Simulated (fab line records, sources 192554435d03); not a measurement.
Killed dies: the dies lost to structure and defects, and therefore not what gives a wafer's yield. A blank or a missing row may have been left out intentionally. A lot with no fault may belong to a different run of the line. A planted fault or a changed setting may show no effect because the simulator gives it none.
Struck lot and sound lot, side by side || flow n5-finfet || 25 out of 1938 route steps
Sound: the wafers L495.1, L495.2, L495.4. The struck wafers were L506.3, L506.4, L506.6. The cause is named last.
For every step that has rows: the tool of each side, followed by ch and its chambers, followed by its first start. Under that, the readings that differ: sound wafers || struck wafers || difference of the means || sigmas: that difference in standard deviations of wafers without a fault.
alike: a reading whose means differ by less than 2 such deviations, as well as words and numbers matching on both sides. not compared: withheld readings; readings where some wafer has no value; bounds like >300 that might hide an equal value; numbers whose values overlap and for which the record gives no deviation.
A row with sigmas, a row that says differs or no value, or rows on one side alone: a step with any of these is where the two part. Non-overlapping numbers with no deviation appear without sigmas and do not part them. Lack of a reading on every wafer of one side parts them only where that side has two or more wafers.

first, 9 steps without rows for these wafers: N5_WELL_APT_DEVELOP_24 (develop time 45 s); N5_WELL_APT_HARDBAKE_29 (time 120 s); N5_WELL_APT_DESCUM_30 (chemistry O2, time 7.9 s); N5_WELL_APT_IMPLANT_31; N5_WELL_APT_IMPLANT_32; N5_WELL_APT_STRIP_33 (strips in SPM, time 900 s); N5_WELL_APT_RTA_34 (time 10 s); N5_WELL_APT_OXIDE_STRIP_42 (strips SiO2 in dHF, time 45 s, target depth 12 nm); N5_WELL_APT_PRECLEAN_36 (cleans in O3/DIW, time 45 s).
N5_WELL_APT_PRECLEAN_39: cleans in dHF, time 60 s.
  sound on wet-bench-02 ch 1,2,3, day 2 16:03; struck on wet-bench-02 ch 1,2,3, day 5 11:50
  alike: temp-c
then, 2 steps without rows for these wafers: N5_WELL_APT_SRD_37 (time 30 s); N5_WELL_APT_EPI_41 (deposits Si from SiH4/H2, target thk 50 nm, time 297.7 s).
N5_WELL_APT_INSPECT_38: inspects for defects (darkfield).
  sound on defect-inspect-01, day 2 16:45; struck on defect-inspect-01, day 5 12:32
{"reading": "raw-defect-count", "sound": "12 14 8", "struck": "1211 1107 1165", "difference": "+1150", "sigmas": "+99 or more"}
then, 8 steps without rows for these wafers: N5_PMOS_HMC_CHANNEL_EPI_HM_DEP_34 (deposits SiO2 from TEOS/O2, target thk 36 nm, time 6.9 s); N5_PMOS_HMC_CHANNEL_EPI_COAT_31 (time 60 s, resist thk 66 nm); N5_PMOS_HMC_CHANNEL_EPI_COAT_03 (resist thk 205 nm); N5_PMOS_HMC_CHANNEL_EPI_EBR_05; N5_PMOS_HMC_CHANNEL_EPI_SOFTBAKE_04 (time 60 s); N5_PMOS_HMC_CHANNEL_EPI_EXPOSE_06 (exposes mask PMOS HMC BLK, target cd 240 nm); N5_PMOS_HMC_CHANNEL_EPI_PEB_07 (peb time 60 s); N5_PMOS_HMC_CHANNEL_EPI_DEVELOP_08 (develop time 30 s).
N5_PMOS_HMC_CHANNEL_EPI_INSPECT_11: inspects for defects (macro).
  sound on defect-inspect-02, day 2 17:15; struck on defect-inspect-02, day 5 12:55
{"reading": "raw-defect-count", "sound": "1 1 2", "struck": ">300 >300 >300", "difference": "differs", "sigmas": ""}
then, 1 step without rows for these wafers: N5_PMOS_HMC_CHANNEL_EPI_DESCUM_14 (chemistry O2, time 7.9 s).
-- here the record skips 7 days between the struck wafers' starts before and after, leaving off in module PMOS_HMC_CHANNEL_EPI and picking up in module BEOL_M4 (first step shown: number 1111 of the route) --
N5_BEOL_M4_RC_MEAS_101:
  sound on prober-01 ch 0, day 9 05:26; struck on prober-02 ch 0, day 12 06:32
{"reading": "DIBL_P (mV/V)", "sound": "34.6 33.6 33.3", "struck": "39.2 38.5 38.3", "difference": "+4.8", "sigmas": "+2"}
  alike: DIBL_N, IOFF_N, IOFF_P, ION_N, ION_P, SS_N, SS_P, VT_N, VT_P
-- record jumps: 4 days separate the struck wafers' starts on either side; left off in module BEOL_M4, taken up again in module PASSIVATION, whose first shown step is the route's number 1936 --
N5_PASSIVATION_PROBE_49:
  record: rows for the struck wafers here (prober-01, day 16 12:02), none for the sound ones

WHERE THEY PART
At N5_WELL_APT_INSPECT_38 first; at N5_PASSIVATION_PROBE_49 last (within this record only).

WHY: what had been put in by the simulator
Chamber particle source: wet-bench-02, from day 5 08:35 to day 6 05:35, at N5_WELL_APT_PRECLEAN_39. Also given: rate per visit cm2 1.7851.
